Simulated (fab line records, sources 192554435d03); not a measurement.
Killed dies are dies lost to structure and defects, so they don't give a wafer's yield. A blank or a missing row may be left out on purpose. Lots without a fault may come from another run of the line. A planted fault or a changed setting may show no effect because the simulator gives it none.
One fault seen from 3 desks | flow n5_finfet | each desk has only its own numbers; what lay behind them comes last

THE TOOL OWNER'S DESK: cmp-02
The tool's own readings at N5_MOL_CONTACT_COAG_CMP_23 (polishes, stops on SiO2, t overpolish 1.5 s, target thk 0 nm): means of the sampled wafers that have a number, for each lot that ran on this tool. A lot is out of limits, marked OUT, if its mean lies more than 4 standard deviations from the usual mean; the brackets give that distance.
Columns: A = motor_current_A at N5_MOL_CONTACT_COAG_CMP_23, usual 8.0 A; B = overpolish_run_s at N5_MOL_CONTACT_COAG_CMP_23, usual 1.500 s; C = platen_rpm at N5_MOL_CONTACT_COAG_CMP_23, usual 50.29 rpm; D = time_to_endpoint_s at N5_MOL_CONTACT_COAG_CMP_23, usual 9.5 s
lot  | first seen here | A   | B     | C               | D
L626 | day 5 23:36     | 7.6 | 1.492 | 51.98 (+47) OUT | 10.2
L644 | day 10 06:31    | 7.5 | 1.503 | 50.32           | 8.6
This desk's finding: out of limits on L626; first on L626, day 5 23:36 (platen_rpm at N5_MOL_CONTACT_COAG_CMP_23). In limits: L644.

THE METROLOGY DESK
What the gauges read, lot by lot, whatever tool the lot ran on: means of the sampled wafers that have a number. A lot is out of limits, marked OUT, if its mean lies more than 4 standard deviations from the usual mean; the brackets give that distance. Of its 13 readings 7 are shown: those that lie furthest out on some lot.
Columns: A = MD_CAP_THK at N5_MOL_CONTACT_COAG_THK_MEAS_29, usual 17.91 nm; B = IOFF_P at N5_BEOL_M4_RC_MEAS_101, usual 0.204 nA/um; C = ION_N at N5_BEOL_M4_RC_MEAS_101, usual 673 uA/um; D = ION_P at N5_BEOL_M4_RC_MEAS_101, usual 462 uA/um; E = SS_N at N5_BEOL_M4_RC_MEAS_101, usual 71.4 mV/dec; F = VT_N at N5_BEOL_M4_RC_MEAS_101, usual 250.3 mV; G = VT_P at N5_BEOL_M4_RC_MEAS_101, usual -250.6 mV
lot  | first seen here | A     | B     | C   | D   | E    | F     | G
L626 | day 6 02:18     | 17.87 | 0.183 | 665 | 458 | 70.7 | 253.3 | -252.8
L628 | day 6 11:53     | 17.83 | 0.225 | 664 | 460 | 71.7 | 251.1 | -249.2
L637 | day 8 19:01     | 17.93 | 0.165 | 660 | 453 | 71.2 | 252.6 | -254.2
L638 | day 9 00:19     | 17.91 | 0.233 | 677 | 464 | 71.5 | 247.8 | -249.1
L644 | day 10 09:10    | 17.80 | 0.218 | 661 | 459 | 71.5 | 252.2 | -251.6
This desk's finding: nothing out of limits on any of the 5 lots.

THE DEFECT DESK
What the inspections along the route counted, lot by lot: means of the sampled wafers that have a number. A lot is out of limits, marked OUT, if its mean lies more than 4 standard deviations from the usual mean; the brackets give that distance.
Columns: A = raw_defect_count at N5_MOL_CONTACT_COAG_INSPECT_57, usual 194
lot  | first seen here | A
L626 | day 6 03:16     | 164
L628 | day 6 13:25     | 157
L637 | day 8 22:31     | 165
L638 | day 9 01:17     | 174
L644 | day 10 10:17    | 164
This desk's finding: nothing out of limits on any of the 5 lots.

PUT TOGETHER
The tool owner's desk could have raised an alarm at day 5 23:36, on L626.
The metrology desk saw nothing out of limits.
The defect desk saw nothing out of limits.
The metrology desk has L626 on record, within its limits.
The defect desk has L626 on record, within its limits.
Of the lots named, all ran N5_MOL_CONTACT_COAG_CMP_23 on cmp-02.

WHAT THE SIMULATOR HAD PUT IN
Process parameter drift: cmp-02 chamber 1, from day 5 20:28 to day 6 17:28, at N5_MOL_CONTACT_COAG_CMP_23. Setting platen_rpm, moved by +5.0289, from 50.289. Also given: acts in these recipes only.
Lots struck among those shown: L626.
Hours from the fault's start to each desk's first reading out of limits: the tool owner's desk, 3.
